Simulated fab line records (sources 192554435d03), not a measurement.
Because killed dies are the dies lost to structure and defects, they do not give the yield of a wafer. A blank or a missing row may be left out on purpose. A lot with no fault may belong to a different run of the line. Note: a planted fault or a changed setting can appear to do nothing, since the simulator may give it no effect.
Matching of chambers -- flow n5_finfet -- N5_BEOL_M2_ETCH_74 on rie_diel-06 has 3 sister chambers
The step etches underlayer in N2/H2, target depth 6.5 nm, time 5.2 s. 6 wafers are shown with their chamber, then 5 later ones without.

WAFERS PAIRED WITH THEIR CHAMBERS
wafer,chamber,drypump_motor_current_A (A),showerhead_plenum_p_Torr (Torr)
L082.2,2,5.0,2.50
L084.2,0,5.8,2.71
L084.4,2,4.9,2.50
L084.6,3,6.0,2.67
L093.1,0,5.8,2.70
L093.5,3,6.0,2.66

WAFERS WITH NO CHAMBER GIVEN
wafer,drypump_motor_current_A (A),showerhead_plenum_p_Torr (Torr)
L093.6,5.8,2.70
L094.2,5.0,2.49
L094.6,6.0,2.66
L096.3,5.0,2.49
L096.5,5.8,2.70

WHICH CHAMBER EACH WENT THROUGH
wafer,from the rows above,in truth
L093.6,0,0
L094.2,2,2
L094.6,3,3
L096.3,2,2
L096.5,0,0
Correct placement for 5 of the 5. Can't be placed from these rows: 0. Placed wrongly: 0.
How it was worked out, from the rows above alone: a wafer's distance from a chamber is the root of the sum, over the readings, of the square of ((its reading less the chamber's mean) divided by the reading's scatter). The wafer belongs to the nearest chamber; if the next one is less than 2 further off, it can't be placed. Each chamber's mean is taken over the wafers shown for it. How the scatter is found: for the shown wafers, subtract from each reading the mean of its chamber, square and add these, divide the total by (wafers less chambers), then take the root.
